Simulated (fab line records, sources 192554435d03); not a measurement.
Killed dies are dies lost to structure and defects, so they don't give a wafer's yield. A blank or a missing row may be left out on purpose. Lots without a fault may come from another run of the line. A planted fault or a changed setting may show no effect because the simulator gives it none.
Which tool did it? | flow n5_finfet | 11 lots, 29 wafers sampled, at 5 steps of a route of 1938

WHAT THE GAUGES READ, wafer by wafer
N5_BEOL_M14_THK_MEAS_50: measures by xrf.
lot  | measured     | on            | M14_THK (nm)
L894 | day 12 02:25 | film_metro-02 | 568 580 543
L897 | day 13 11:13 | film_metro-01 | 578 546 556
L903 | day 14 10:22 | film_metro-01 | 576 581 556
L907 | day 15 13:40 | film_metro-02 | 565 581 589
L904 | day 15 17:28 | film_metro-01 | 580 573 543
L908 | day 16 04:47 | film_metro-01 | 563 563 539
L909 | day 17 05:16 | film_metro-02 | 572 548
L911 | day 17 15:44 | film_metro-02 | 559 535
L913 | day 18 11:43 | film_metro-01 | 580 576 582
L914 | day 18 17:22 | film_metro-01 | 568 575
L915 | day 18 17:41 | film_metro-01 | 547 582

N5_BEOL_M15_CD_MEAS_17: target cd 360 nm.
lot  | measured     | on        | cd_nm (nm)
L894 | day 12 03:52 | cd_sem-01 | 362.1 362.0 360.3
L897 | day 13 12:50 | cd_sem-02 | 359.9 360.8 362.0
L903 | day 14 11:49 | cd_sem-01 | 364.4 363.6 361.4
L907 | day 15 15:07 | cd_sem-01 | 361.0 362.0 360.4
L904 | day 15 18:56 | cd_sem-02 | 360.3 358.5 358.2
L908 | day 16 06:15 | cd_sem-02 | 362.4 358.3 358.5
L909 | day 17 06:45 | cd_sem-03 | 357.2 359.4
L911 | day 17 17:20 | cd_sem-03 | 363.6 361.1
L913 | day 18 13:13 | cd_sem-03 | 361.4 361.1 362.4
L914 | day 18 18:44 | cd_sem-01 | 360.1 361.5
L915 | day 18 19:16 | cd_sem-01 | 360.6 361.3

N5_BEOL_M15_THK_MEAS_50: measures by xrf.
lot  | measured     | on            | M15_THK (nm)
L894 | day 13 14:25 | film_metro-02 | 854 869 885
L897 | day 13 17:32 | film_metro-01 | 828 854 841
L903 | day 14 17:20 | film_metro-02 | 872 859 848
L907 | day 15 18:58 | film_metro-01 | 928 857 867
L904 | day 15 22:55 | film_metro-02 | 894 930 885
L908 | day 16 09:38 | film_metro-02 | 866 882 891
L909 | day 17 10:37 | film_metro-02 | 893 861
L911 | day 18 00:10 | film_metro-02 | 859 884
L913 | day 18 17:26 | film_metro-02 | 866 866 847
L914 | day 19 00:37 | film_metro-02 | 882 880
L915 | day 19 00:52 | film_metro-02 | 882 872

N5_BEOL_M15_RS_MEAS_54: measures by four-point-probe.
lot  | measured     | on            | M15_RS (ohm/sq)
L894 | day 13 14:32 | film_metro-02 | 0.0219 0.0215 0.0211
L897 | day 13 17:40 | film_metro-02 | 0.0222 0.0214 0.0219
L903 | day 14 17:28 | film_metro-01 | 0.0215 0.0218 0.0221
L907 | day 15 19:07 | film_metro-02 | 0.0199 0.0215 0.0213
L904 | day 15 23:02 | film_metro-01 | 0.0211 0.0202 0.0213
L908 | day 16 09:48 | film_metro-02 | 0.0219 0.0215 0.0212
L909 | day 17 10:45 | film_metro-01 | 0.0210 0.0218
L911 | day 18 00:19 | film_metro-02 | 0.0218 0.0211
L913 | day 18 17:35 | film_metro-02 | 0.0216 0.0216 0.0221
L914 | day 19 00:47 | film_metro-01 | 0.0213 0.0214
L915 | day 19 00:59 | film_metro-01 | 0.0212 0.0213

WHICH TOOL RAN EACH LOT (tool, then ch and the chambers of the sampled wafers, then the start)
lot  | N5_BEOL_M15_TRENCH_ETCH_34
L894 | rie_diel-02 ch 0,1,3, day 12 05:16
L897 | rie_diel-02 ch 1,2,3, day 13 14:01
L903 | rie_diel-03 ch 0,2,3, day 14 12:52
L907 | rie_diel-02 ch 0,2,3, day 15 16:19
L904 | rie_diel-02 ch 0,3, day 15 19:59
L908 | rie_diel-01 ch 0,1,3, day 16 07:28
L909 | rie_diel-01 ch 1,2, day 17 07:50
L911 | rie_diel-03 ch 0,3, day 17 18:56
L913 | rie_diel-03 ch 0,1,2, day 18 14:15
L914 | rie_diel-02 ch 0,3, day 18 20:44
L915 | rie_diel-02 ch 1,3, day 18 20:59
- N5_BEOL_M15_TRENCH_ETCH_34: etches SiO2 in C4F8/O2/Ar, target depth 872.93 nm, time 199 s.

WHAT THE TOOLS THEMSELVES READ (means of the sampled wafers that have a number; where no wafer has one, the mark that the record gives instead)
N5_BEOL_M15_TRENCH_ETCH_34.
lot  | tool        | bias_w (W) | chamber_pressure_mTorr (mTorr) | drypump_motor_current_A (A) | oes_product_au (a.u.) | rf_vpp_V (V) | showerhead_plenum_p_Torr (Torr) | throttle_valve_pct (%)
L894 | rie_diel-02 | 2037       | 20.004                         | 5.7                         | 0.75                  | 2197         | 3.32                            | 31.23
L897 | rie_diel-02 | 2037       | 20.013                         | 5.9                         | 0.75                  | 2203         | 3.31                            | 31.25
L903 | rie_diel-03 | 2043       | 20.013                         | 5.8                         | 0.76                  | 2199         | 3.45                            | 30.78
L907 | rie_diel-02 | 2039       | 20.011                         | 6.1                         | 0.88                  | 2220         | 3.46                            | 30.93
L904 | rie_diel-02 | 2036       | 19.996                         | 6.0                         | 0.90                  | 2244         | 3.57                            | 30.91
L908 | rie_diel-01 | 2037       | 20.001                         | 5.9                         | 0.82                  | 2210         | 3.46                            | 30.46
L909 | rie_diel-01 | 2046       | 20.016                         | 5.8                         | 0.80                  | 2202         | 3.52                            | 30.58
L911 | rie_diel-03 | 2035       | 20.005                         | 5.8                         | 0.77                  | 2202         | 3.45                            | 30.82
L913 | rie_diel-03 | 2041       | 19.984                         | 5.6                         | 0.69                  | 2194         | 3.45                            | 30.96
L914 | rie_diel-02 | 2044       | 19.988                         | 5.9                         | 0.84                  | 2229         | 3.50                            | 30.93
L915 | rie_diel-02 | 2043       | 19.996                         | 5.7                         | 0.91                  | 2277         | 3.67                            | 31.04

THE ANSWER, worked out from the rows above alone
Rule: what is usual is taken from the lots themselves. Put in order of their means at a reading, lots are off if they are a third of the lots or fewer, leave a main group of 4 or more, and stand apart from it by a gap of 3 or more times the standard deviation of the main group's means; of several such gaps the widest counts. A main group whose means are all the same, to the digits that the tables above print for the reading, isn't used. A lot without any number at a reading at which 4 lots or more have one is off too. The other lots that the step has rows for count as sound. The gauges are gone through in route order, then the tools' own readings, and for those a lot's mean is taken as printed above. The first step at which some lot is off is used, and at that step the reading that is off furthest; a lot without a number counts as furthest.
No lot is off at any reading shown: from this, nothing can be told.

WHAT THE SIMULATOR HAD PUT IN
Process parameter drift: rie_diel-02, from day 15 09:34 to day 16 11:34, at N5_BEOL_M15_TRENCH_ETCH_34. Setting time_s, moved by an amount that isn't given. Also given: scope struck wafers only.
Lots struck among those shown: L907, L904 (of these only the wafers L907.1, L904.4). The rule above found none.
